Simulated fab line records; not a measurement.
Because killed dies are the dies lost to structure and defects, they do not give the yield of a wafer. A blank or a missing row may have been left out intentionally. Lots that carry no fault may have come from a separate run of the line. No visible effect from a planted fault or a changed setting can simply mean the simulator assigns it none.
What tool caused it? / flow n5_finfet / 36 wafers sampled from 12 lots at 1 step of a route of 1938

## WHAT EACH GAUGE READ, for each wafer
N5_BEOL_M8_CD_MEAS_11: the cd target is 38.5 nm.
lot=L076; measured=day 10 02:55; on=cd_sem-02; cd_nm (nm)=38.9 38.6 39.1
lot=L078; measured=day 10 22:04; on=cd_sem-02; cd_nm (nm)=38.3 37.9 37.8
lot=L083; measured=day 11 20:39; on=cd_sem-01; cd_nm (nm)=38.0 38.4 38.1
lot=L081; measured=day 12 06:38; on=cd_sem-02; cd_nm (nm)=38.7 38.5 38.2
lot=L084; measured=day 12 20:46; on=cd_sem-03; cd_nm (nm)=39.0 38.3 38.4
lot=L087; measured=day 12 21:26; on=cd_sem-02; cd_nm (nm)=38.1 38.1 38.0
lot=L086; measured=day 13 15:02; on=cd_sem-02; cd_nm (nm)=38.4 38.9 38.3
lot=L088; measured=day 13 20:45; on=cd_sem-01; cd_nm (nm)=38.9 39.0 39.1
lot=L091; measured=day 14 19:22; on=cd_sem-02; cd_nm (nm)=37.9 38.3 38.3
lot=L093; measured=day 15 00:35; on=cd_sem-03; cd_nm (nm)=38.9 39.1 38.7
lot=L094; measured=day 15 03:31; on=cd_sem-03; cd_nm (nm)=38.2 38.4 39.0
lot=L097; measured=day 16 03:32; on=cd_sem-01; cd_nm (nm)=38.1 38.3 38.7

## EACH LOT AND THE TOOL THAT RAN IT (in order: tool; ch and the chambers of the sampled wafers; start)
The record shows no process step preceding these readings.

## THE ANSWER, worked out from the rows above alone
Rule: usual is defined by the lots themselves. Put in order of their means at a reading, lots are off if they are a third of the lots or fewer, leave a main group of 4 or more, and stand apart from it by a gap of 3 or more times the standard deviation of the main group's means; of several such gaps the widest counts. A main group is skipped when, at the precision printed for the reading in the tables above, its means are all equal. A lot without any number at a reading at which 4 lots or more have one is off too. The other lots that the step has rows for count as sound.
Across all readings shown, no lot is off: no conclusion can be drawn from this.

## WHAT THE SIMULATOR HAD PUT IN
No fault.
